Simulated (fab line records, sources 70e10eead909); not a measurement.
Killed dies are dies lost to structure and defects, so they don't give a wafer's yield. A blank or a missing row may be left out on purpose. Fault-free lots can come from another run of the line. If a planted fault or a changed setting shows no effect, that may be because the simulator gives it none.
Tool commonality check ; flow nand harc ; Sampled: 2 lots, 6 wafers

REASON IT WAS OPENED
On 2 of the 2 lots, a flag is raised at NHARC_END_SORT_01 on the reading killed at array. Fault-free wafers read 57, with a standard deviation of 18.
Rule: flag the lot when none of its wafers has a number, or when each of its wafers that has one lies beyond 4 standard deviations from that mean. As for the other lots, they are considered sound.

lot;measured;on;killed at array, wafer by wafer;flag
L509;day 32 04:54;prober-02;669 672 670;FLAGGED
L510;day 32 04:56;prober-01;668 676 673;FLAGGED
Average over the flagged lots: 671; offset from the usual +614, equal to +34 standard deviations.

WHICH TOOL EACH LOT WENT THROUGH
The record holds 4 process steps before the reading, out of a route of 1302 steps. Every cell lists first the tool, next ch and the chambers used by the sampled wafers, and last the start.
lot;flag;NHARC_A_CHANNEL_HOLE_D2_ETCH_26;NHARC_A_CHANNEL_HOLE_D2_XSEM_32;NHARC_A_CHANNEL_FILL_D2_ALD_03;NHARC_A_CHANNEL_FILL_D2_ETCHBACK_20
L509;FLAGGED;har etch-02 ch 0,1, day 21 02:27;xsem-02 ch 0, day 21 04:17;ald sin batch-01, day 21 08:01;rie diel-04 ch 1,2,3, day 22 04:42
L510;FLAGGED;har etch-01 ch 0,1, day 21 06:02;xsem-01 ch 0, day 21 07:51;ald sin batch-03, day 21 11:35;rie diel-13 ch 0,1,3, day 22 12:16
What is done by these steps:
- NHARC_A_CHANNEL_HOLE_D2_ETCH_26: etches the open film in C4F8/O2/Ar, time 224.1 s, target depth 300 nm.
- NHARC_A_CHANNEL_HOLE_D2_XSEM_32
- NHARC_A_CHANNEL_FILL_D2_ALD_03: deposits SiNx, target thk 6 nm, pulse time 60 s, ald cycles 58.
- NHARC_A_CHANNEL_FILL_D2_ETCHBACK_20: etches the open film in C4F8/O2/Ar, target depth 27 nm, time 13.5 s.
- NHARC_END_SORT_01

FLAGGED AGAINST TOTAL, ONE TOOL AT A TIME (gauges that did the reading follow at the end)
step;tool;lots run;flagged;share of the flagged lots;sound lots run after its first flagged lot
NHARC_A_CHANNEL_HOLE_D2_ETCH_26;har etch-01;1;1;some;0
NHARC_A_CHANNEL_HOLE_D2_ETCH_26;har etch-02;1;1;some;0
NHARC_A_CHANNEL_HOLE_D2_XSEM_32;xsem-01;1;1;some;0
NHARC_A_CHANNEL_HOLE_D2_XSEM_32;xsem-02;1;1;some;0
NHARC_A_CHANNEL_FILL_D2_ALD_03;ald sin batch-01;1;1;some;0
NHARC_A_CHANNEL_FILL_D2_ALD_03;ald sin batch-03;1;1;some;0
NHARC_A_CHANNEL_FILL_D2_ETCHBACK_20;rie diel-04;1;1;some;0
NHARC_A_CHANNEL_FILL_D2_ETCHBACK_20;rie diel-13;1;1;some;0
NHARC_END_SORT_01;prober-01;1;1;some;0
NHARC_END_SORT_01;prober-02;1;1;some;0

WHAT THE TABLE ALLOWS
No row of the table ran every flagged lot.

WHAT THE SIMULATOR PUT IN
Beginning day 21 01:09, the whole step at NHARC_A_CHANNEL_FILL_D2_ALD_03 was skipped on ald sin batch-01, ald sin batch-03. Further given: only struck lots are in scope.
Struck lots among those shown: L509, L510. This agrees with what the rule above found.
